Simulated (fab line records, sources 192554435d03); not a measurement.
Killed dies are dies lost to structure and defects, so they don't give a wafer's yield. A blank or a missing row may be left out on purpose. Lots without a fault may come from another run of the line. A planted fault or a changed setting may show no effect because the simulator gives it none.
One fault seen from 2 desks | flow n5_finfet | each desk has only its own numbers; what lay behind them comes last

THE TOOL OWNER'S DESK: rie_diel-06
The tool's own readings at N5_FIN_SAQP_HM_OPEN_73 (chemistry CHF3/O2, target SiO2, stops on a-Si, target depth 12 nm, time 16.8 s): means of the sampled wafers that have a number, for each lot that ran on this tool. A lot is out of limits, marked OUT, if its mean lies more than 4 standard deviations from the usual mean; the brackets give that distance.
Columns: A = drypump_motor_current_A at N5_FIN_SAQP_HM_OPEN_73, usual 5.7 A; B = mfc_ar_sccm at N5_FIN_SAQP_HM_OPEN_73, usual 199.9 sccm; C = oes_product_au at N5_FIN_SAQP_HM_OPEN_73, usual 0.47 a.u.; D = rf_fwd_power_W at N5_FIN_SAQP_HM_OPEN_73, usual 645.6 W; E = rf_vpp_V at N5_FIN_SAQP_HM_OPEN_73, usual 519 V; F = showerhead_plenum_p_Torr at N5_FIN_SAQP_HM_OPEN_73, usual 2.39 Torr; G = throttle_valve_pct at N5_FIN_SAQP_HM_OPEN_73, usual 18.90 %
lot  | first seen here | A   | B     | C    | D     | E   | F    | G
L373 | day 2 11:54     | 5.6 | 199.9 | 0.49 | 647.4 | 516 | 2.40 | 18.86
L375 | day 3 02:20     | 5.6 | 200.7 | 0.48 | 646.5 | 516 | 2.40 | 18.86
L390 | day 6 16:07     | 5.6 | 199.6 | 0.44 | 644.6 | 520 | 2.39 | 19.00
This desk's finding: nothing out of limits on any of the 3 lots.

THE METROLOGY DESK
What the gauges read, lot by lot, whatever tool the lot ran on: means of the sampled wafers that have a number. A lot is out of limits, marked OUT, if its mean lies more than 4 standard deviations from the usual mean; the brackets give that distance. Of its 10 readings 7 are shown: those that lie furthest out on some lot.
Columns: A = DIBL_N at N5_BEOL_M4_RC_MEAS_101, usual 37.3 mV/V; B = DIBL_P at N5_BEOL_M4_RC_MEAS_101, usual 37.4 mV/V; C = IOFF_N at N5_BEOL_M4_RC_MEAS_101, usual 0.18 nA/um; D = ION_N at N5_BEOL_M4_RC_MEAS_101, usual 679 uA/um; E = ION_P at N5_BEOL_M4_RC_MEAS_101, usual 468 uA/um; F = SS_P at N5_BEOL_M4_RC_MEAS_101, usual 73.6 mV/dec; G = VT_N at N5_BEOL_M4_RC_MEAS_101, usual 248 mV
lot  | first seen here | A    | B    | C    | D   | E   | F    | G
L373 | day 8 21:28     | 36.2 | 36.5 | 0.18 | 687 | 470 | 73.6 | 248
L375 | day 8 22:09     | 37.5 | 37.4 | 0.18 | 681 | 467 | 73.7 | 251
L387 | day 12 04:39    | 32.3 | 32.9 | 0.12 | 655 | 454 | 72.4 | 253
L390 | day 12 10:30    | 37.4 | 35.8 | 0.14 | 658 | 457 | 73.6 | 253
This desk's finding: nothing out of limits on any of the 4 lots.

PUT TOGETHER
The tool owner's desk saw nothing out of limits.
The metrology desk saw nothing out of limits.

WHAT THE SIMULATOR HAD PUT IN
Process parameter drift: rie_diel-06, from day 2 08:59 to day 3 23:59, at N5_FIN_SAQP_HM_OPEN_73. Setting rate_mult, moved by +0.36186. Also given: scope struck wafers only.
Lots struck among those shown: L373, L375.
